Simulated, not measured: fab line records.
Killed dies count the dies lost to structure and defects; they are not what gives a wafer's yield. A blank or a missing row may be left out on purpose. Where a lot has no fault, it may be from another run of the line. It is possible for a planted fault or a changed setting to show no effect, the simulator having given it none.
fab line records -- flow n5-finfet
[record] lots = 7, wafers = 39
route steps=1938 shown BEOL_M14@1762 MIM_TOP@1838 PASSIVATION@1923
start-h: start of the lot's first displayed wafer, in hours after the record's first day -- wait-h: hours since the lot's step before -- " repeats the value in the row above -- L1.1+2: one row covering several wafers at once -- - no value, or no start given -- * or withheld: withheld -- < > ~ a bound
route shown NAME@n: NAME is a module with steps in the file, n the number in the route of the first one -- usual: mean and standard deviation over wafers with no fault -- same: alike in all rows -- chamber/n: place in a boat -- sites: the reading at each site -- _std_site: standard deviation across them -- _edge_site: the outer-site mean with the inner-site mean subtracted -- radius-mm: how far each site lies from the wafer's centre -- mask NAME#n: copy n -- behind: the tool/chamber that last shaped the wafer -- hold: why the lot was held/for how many hours/how that ended -- device: whichever transistor did not switch (one of n, p or np) -- end of line: the route-end tests of the same wafers -- for a step that has no rows: nothing shown but its recipe -- killed: dies that structure and defects cost at the first sort, which is not the same as the wafer's yield -- map: per-die view of a wafer (x killed, . not killed, _ where there is no die)
set.NAME: setting as actually run; set.NAME@STEP: the setting as run at that earlier step -- model.NAME: the simulator's own value behind a step, which no gauge read
lots run with intentionally changed settings; tables by step, rows by wafer
[[steps]]
[step N5_BEOL_M14_SPUTTER_43]
[recipe] material = TaN, target-thk-a = 150, temp-c = 50, bias-v = 168.6, power-w = 15000, chamber-pressure-pa = 0.12, time-s = 24.19
lot.wafer,tool,chamber,start-h,wait-h,set.target-thk-a,model.TaN_of_BEOL_M14_SPUTTER_43.thk-nm
L082.1+4,pvd-sputter-03,-,329.25,0.0,110,10.8
L082.2,pvd-sputter-03,-,329.25,0.0,110,11.2
L082.3,pvd-sputter-03,-,329.25,0.0,150,15.2
L082.5,pvd-sputter-03,-,329.25,0.0,150,15
L082.6,pvd-sputter-03,-,329.25,0.0,150,14.8
L080.1+6,pvd-sputter-01,-,338.42,0.0,150,14.8
L080.2,pvd-sputter-01,-,338.42,0.0,114.2,11.2
L080.3,pvd-sputter-01,-,338.42,0.0,114.2,11.6
L080.4,pvd-sputter-01,-,338.42,0.0,114.2,11.4
L080.5,pvd-sputter-01,-,338.42,0.0,150,15.2
L088.1,pvd-sputter-03,-,368.66,0.0,150,15.2
L088.2+3+5,pvd-sputter-03,-,368.66,0.0,214.3,21.8
L088.4,pvd-sputter-03,-,368.66,0.0,150,14.8
L088.6,pvd-sputter-03,-,368.66,0.0,150,15
L092.2+6,pvd-sputter-03,-,415.12,0.0,150,14.6
L092.3,pvd-sputter-03,-,415.12,0.0,150,14.8
L094.1,pvd-sputter-02,-,426.44,0.0,150,15
L094.2,pvd-sputter-02,-,426.44,0.0,104.8,10
L094.3,pvd-sputter-02,-,426.44,0.0,150,14.8
L094.4,pvd-sputter-02,-,426.44,0.0,104.8,10.4
L094.5,pvd-sputter-02,-,426.44,0.0,150,14.6
L094.6,pvd-sputter-02,-,426.44,0.0,104.8,10.2
L097.1,pvd-sputter-02,-,453.80,0.0,150,15.2
L097.2,pvd-sputter-02,-,453.80,0.0,150,15
L097.3+5,pvd-sputter-02,-,453.80,0.0,202.7,20.4
L097.4,pvd-sputter-02,-,453.80,0.0,202.7,20.2
L097.6,pvd-sputter-02,-,453.80,0.0,150,14.8
L095.1,pvd-sputter-02,-,465.00,0.0,150,14.8
L095.2,pvd-sputter-02,-,465.00,0.0,150,15
L095.3+4+5+6,pvd-sputter-02,-,465.00,0.0,150,14.6
[step N5_BEOL_M14_SPUTTER_44]
[recipe] material = Ta, target-thk-a = 150, temp-c = 50, bias-v = 80, power-w = 15000, chamber-pressure-pa = 0.07, time-s = 24.19
[step N5_BEOL_M14_SPUTTER_45]
[recipe] material = Cu, target-thk-a = 1000, temp-c = -20, bias-v = 60, power-w = 26000, chamber-pressure-pa = 0.13, time-s = 16.67
[step N5_BEOL_M14_ECD_47]
[recipe] material = Cu, target-thk-a = 12480
[step N5_BEOL_M14_ANNEAL_48]
[recipe] temp-c = 225, time-s = 90, ambient = N2
[step N5_BEOL_M14_CMP_49]
[recipe] stop-on = SiO2, t-overpolish-s = 5.2, down-force-psi = 2, platen-rpm = 80, clearing-platen-down-force-psi = 2, clearing-platen-rpm = 80, post-cmp-clean = cu-alkaline, target-thk-nm = 560, clearing-platen-pad-velocity-m-s = 1.5917, pad-velocity-m-s = 1.5917
[usual] barrier-field-endpoint-s = 11.3/0.33
lot.wafer,tool,chamber,start-h,wait-h,set.target-thk-a@BEOL_M14_SPUTTER_43,barrier-field-endpoint-s
L082.4,cmp-03,0,330.02,0.1,110,9.8
L082.2,cmp-03,1,330.02,0.1,110,10.3
L082.3,cmp-03,2,330.02,0.1,150,11.4
L082.1,cmp-03,3,330.02,0.1,110,10.1
L082.6,cmp-03,0,330.02,0.1,150,11.4
L082.5,cmp-03,1,330.02,0.1,150,11.8
L080.2,cmp-01,3,339.18,0.2,114.2,10.1
L080.1,cmp-01,0,339.18,0.2,150,11.0
L080.4,cmp-01,1,339.18,0.2,114.2,9.5
L080.3,cmp-01,2,339.18,0.2,114.2,9.9
L080.5,cmp-01,3,339.18,0.2,150,11.4
L080.6,cmp-01,0,339.18,0.2,150,11.1
L088.2,cmp-01,0,369.52,0.3,214.3,13.7
L088.1,cmp-01,1,369.52,0.3,150,10.7
L088.3,cmp-01,2,369.52,0.3,214.3,13.9
L088.4,cmp-01,3,369.52,0.3,150,11.2
L088.5,cmp-01,0,369.52,0.3,214.3,13.7
L088.6,cmp-01,1,369.52,0.3,150,10.7
L092.2,cmp-02,3,415.95,0.3,150,11.6
L092.3,cmp-02,0,415.95,0.3,150,11.3
L092.6,cmp-02,2,415.95,0.3,150,11.7
L094.1,cmp-01,2,427.23,0.3,150,11.2
L094.3,cmp-01,3,427.23,0.3,150,11.6
L094.2,cmp-01,0,427.23,0.3,104.8,9.3
L094.4,cmp-01,1,427.23,0.3,104.8,9.1
L094.6,cmp-01,2,427.23,0.3,104.8,9.5
L094.5,cmp-01,3,427.23,0.3,150,11.1
L097.1,cmp-03,3,454.58,0.3,150,11.7
L097.4,cmp-03,0,454.58,0.3,202.7,13.0
L097.3,cmp-03,1,454.58,0.3,202.7,13.7
L097.2,cmp-03,2,454.58,0.3,150,11.1
L097.5,cmp-03,3,454.58,0.3,202.7,13.4
L097.6,cmp-03,0,454.58,0.3,150,11.3
L095.4,cmp-01,2,465.77,0.1,150,11.2
L095.3,cmp-01,3,465.77,0.1,150,11.7
L095.2,cmp-01,0,465.77,0.1,150,11.3
L095.1,cmp-01,1,465.77,0.1,150,11.1
L095.5,cmp-01,2,465.77,0.1,150,11.7
L095.6,cmp-01,3,465.77,0.1,150,11.6
[step N5_MIM_TOP_SPUTTER_03]
[recipe] material = TiN, target-thk-a = 350, temp-c = 200, power-w = 3000, chamber-pressure-pa = 0.49996, gas = Ar, reactive-partial-pa = 0.37997, time-s = 89.7
lot.wafer,tool,chamber,start-h,wait-h,set.target-thk-a,model.TiN_of_MIM_TOP_SPUTTER_03.thk-nm
L082.1,pvd-sputter-01,-,338.94,0.0,350,34.6
L082.2,pvd-sputter-01,-,338.94,0.0,350,34.2
L082.3,pvd-sputter-01,-,338.94,0.0,464.9,46.8
L082.4+5,pvd-sputter-01,-,338.94,0.0,464.9,47
L082.6,pvd-sputter-01,-,338.94,0.0,350,35.4
L080.1,pvd-sputter-02,-,349.34,0.0,461.6,45
L080.2,pvd-sputter-02,-,349.34,0.0,350,35.2
L080.3,pvd-sputter-02,-,349.34,0.0,461.6,45.2
L080.4,pvd-sputter-02,-,349.34,0.0,350,34.8
L080.5,pvd-sputter-02,-,349.34,0.0,461.6,46
L080.6,pvd-sputter-02,-,349.34,0.0,350,33.8
L088.1,pvd-sputter-03,-,385.17,0.0,492.1,49.4
L088.2,pvd-sputter-03,-,385.17,0.0,492.1,49.2
L088.3,pvd-sputter-03,-,385.17,0.0,350,35.6
L088.4,pvd-sputter-03,-,385.17,0.0,350,35.4
L088.5,pvd-sputter-03,-,385.17,0.0,350,35.2
L088.6,pvd-sputter-03,-,385.17,0.0,492.1,50
L092.2,pvd-sputter-03,-,426.83,0.0,350,34.8
L092.3,pvd-sputter-03,-,426.83,0.0,350,35
L092.6,pvd-sputter-03,-,426.83,0.0,350,34.6
L094.1+4,pvd-sputter-03,-,447.92,0.0,350,34.8
L094.2+6,pvd-sputter-03,-,447.92,0.0,146,14.2
L094.3,pvd-sputter-03,-,447.92,0.0,350,34.6
L094.5,pvd-sputter-03,-,447.92,0.0,146,14.6
L097.1,pvd-sputter-02,-,467.24,0.0,350,35
L097.2,pvd-sputter-02,-,467.24,0.0,457.3,45
L097.3,pvd-sputter-02,-,467.24,0.0,457.3,44.8
L097.4,pvd-sputter-02,-,467.24,0.0,457.3,45.6
L097.5,pvd-sputter-02,-,467.24,0.0,350,34
L097.6,pvd-sputter-02,-,467.24,0.0,350,34.8
L095.1,pvd-sputter-03,-,478.60,0.0,179.3,18
L095.2,pvd-sputter-03,-,478.60,0.0,179.3,17.8
L095.3,pvd-sputter-03,-,478.60,0.0,350,35
L095.4,pvd-sputter-03,-,478.60,0.0,350,35.2
L095.5,pvd-sputter-03,-,478.60,0.0,350,34.8
L095.6,pvd-sputter-03,-,478.60,0.0,179.3,18.2
[step N5_PASSIVATION_DEVELOP_43]
[recipe] develop-time-s = 60, rinse-liquid = diw, dry = air-spin, dev-temp-c = 21
lot.wafer,tool,chamber,start-h,wait-h,set.develop-time-s
L082.1+3+4,litho-track-04,0,-,-,60
L082.2+5+6,litho-track-04,0,-,-,31.96
L080.1+2+3+4+5+6,litho-track-05,0,-,-,60
L088.1+2+5,litho-track-04,0,-,-,37.83
L088.3+4+6,litho-track-04,0,-,-,60
L092.2+3+6,litho-track-04,0,-,-,60
L094.1+2+3,litho-track-02,0,-,-,60
L094.4+5+6,litho-track-02,0,-,-,29.35
L097.1+2+4,litho-track-04,0,-,-,47.15
L097.3+5+6,litho-track-04,0,-,-,60
L095.1+3+5,litho-track-02,0,-,-,94.11
L095.2+4+6,litho-track-02,0,-,-,60
[step N5_PASSIVATION_HARDBAKE_45]
[recipe] temp-c = 130, time-s = 120
[step N5_PASSIVATION_CD_MEAS_44]
[recipe] target-cd-nm = 40000, landing-energy-ev = 500, detector = se-inlens
[usual] cd-nm = 40001/5.1
lot.wafer,tool,chamber,start-h,wait-h,set.develop-time-s@PASSIVATION_DEVELOP_43,cd-nm
L082.1,cd-sem-02,0,345.02,-,60,40003
L082.2,cd-sem-02,0,345.02,-,31.96,39971
L082.3,cd-sem-02,0,345.02,-,60,39995
L082.4,cd-sem-02,0,345.02,-,60,39991
L082.5,cd-sem-02,0,345.02,-,31.96,39969
L082.6,cd-sem-02,0,345.02,-,31.96,39963
L080.1,cd-sem-03,0,359.17,-,60,40000
L080.2,cd-sem-03,0,359.17,-,60,40004
L080.3,cd-sem-03,0,359.17,-,60,40004
L080.4,cd-sem-03,0,359.17,-,60,40008
L080.5,cd-sem-03,0,359.17,-,60,40010
L080.6,cd-sem-03,0,359.17,-,60,40010
L088.1,cd-sem-03,0,396.34,-,37.83,39975
L088.2,cd-sem-03,0,396.34,-,37.83,39975
L088.3,cd-sem-03,0,396.34,-,60,39998
L088.4,cd-sem-03,0,396.34,-,60,39991
L088.5,cd-sem-03,0,396.34,-,37.83,39980
L088.6,cd-sem-03,0,396.34,-,60,40000
L092.2,cd-sem-02,0,435.89,-,60,40003
L092.3,cd-sem-02,0,435.89,-,60,40004
L092.6,cd-sem-02,0,435.89,-,60,40001
L094.1,cd-sem-03,0,456.51,-,60,40003
L094.2,cd-sem-03,0,456.51,-,60,40000
L094.3,cd-sem-03,0,456.51,-,60,39998
L094.4,cd-sem-03,0,456.51,-,29.35,39973
L094.5,cd-sem-03,0,456.51,-,29.35,39971
L094.6,cd-sem-03,0,456.51,-,29.35,39968
L097.1,cd-sem-03,0,475.07,-,47.15,39993
L097.2,cd-sem-03,0,475.07,-,47.15,-
L097.3,cd-sem-03,0,475.07,-,60,-
L097.4,cd-sem-03,0,475.07,-,47.15,39990
L097.5,cd-sem-03,0,475.07,-,60,-
L097.6,cd-sem-03,0,475.07,-,60,39995
L095.1,cd-sem-03,0,485.52,-,94.11,40020
L095.2,cd-sem-03,0,485.52,-,60,40004
L095.3,cd-sem-03,0,485.52,-,94.11,40022
L095.4,cd-sem-03,0,485.52,-,60,40003
L095.5,cd-sem-03,0,485.52,-,94.11,40018
L095.6,cd-sem-03,0,485.52,-,60,40004
[[key]]
[split] step = N5_BEOL_M14_SPUTTER_43, setting = target-thk-a, stated = 150, by = wafer
[response] step = N5_BEOL_M14_SPUTTER_43, reading = model.TaN_of_BEOL_M14_SPUTTER_43.thk-nm, change = +0.154, per = 1%, r = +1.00
[response] step = N5_BEOL_M14_CMP_49, reading = barrier-field-endpoint-s, change = +0.0615, per = 1%, r = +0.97
[split] step = N5_MIM_TOP_SPUTTER_03, setting = target-thk-a, stated = 350, by = wafer
[response] step = N5_MIM_TOP_SPUTTER_03, reading = model.TiN_of_MIM_TOP_SPUTTER_03.thk-nm, change = +0.35, per = 1%, r = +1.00
[split] step = N5_PASSIVATION_DEVELOP_43, setting = develop-time-s, stated = 60, by = wafer
[response] step = N5_PASSIVATION_CD_MEAS_44, reading = cd-nm, change = +0.477, per = 1%, r = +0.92
